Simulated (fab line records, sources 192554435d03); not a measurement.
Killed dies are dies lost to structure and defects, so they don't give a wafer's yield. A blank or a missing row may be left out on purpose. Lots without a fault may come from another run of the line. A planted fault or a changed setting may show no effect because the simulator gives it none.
Chamber matching | flow n5_finfet | N5_BEOL_M6_ETCH_72 on rie_diel-04: 4 sister chambers
The step etches underlayer in N2/H2, target depth 6.5 nm, time 5.2 s. 4 wafers are shown with their chamber, then 12 later ones without.

WAFERS WITH THEIR CHAMBER
wafer  | chamber | showerhead_plenum_p_Torr (Torr)
L083.3 | 2       | 2.52
L083.6 | 3       | 2.45
L085.2 | 0       | 2.44
L085.6 | 1       | 2.61

WAFERS WITHOUT THEIR CHAMBER
wafer  | showerhead_plenum_p_Torr (Torr)
L090.2 | 2.45
L090.3 | 2.51
L090.5 | 2.44
L093.2 | 2.51
L093.5 | 2.51
L093.6 | 2.44
L094.2 | 2.44
L094.4 | 2.61
L094.5 | 2.44
L097.1 | 2.43
L097.3 | 2.60
L097.4 | 2.51

WHICH CHAMBER EACH WENT THROUGH
wafer  | from the rows above     | in truth
L090.2 | can't be placed: 3 or 0 | 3
L090.3 | 2                       | 2
L090.5 | can't be placed: 0 or 3 | 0
L093.2 | 2                       | 2
L093.5 | 2                       | 2
L093.6 | can't be placed: 0 or 3 | 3
L094.2 | can't be placed: 0 or 3 | 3
L094.4 | 1                       | 1
L094.5 | can't be placed: 0 or 3 | 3
L097.1 | can't be placed: 0 or 3 | 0
L097.3 | 1                       | 1
L097.4 | 2                       | 2
Placed correctly: 6 of 12. Can't be placed from these rows: 6 (the true chamber is among the candidates in 6). Placed wrongly: 0.
How it was worked out, from the rows above alone: a wafer's distance from a chamber is the root of the sum, over the readings, of the square of ((its reading less the chamber's mean) divided by the reading's scatter). The wafer belongs to the nearest chamber; if the next one is less than 2 further off, it can't be placed. A chamber's mean is the mean of its shown wafers. The scatter: with one shown wafer a chamber, the root of the mean of the squares of how far each hidden wafer lies from its nearest shown one.
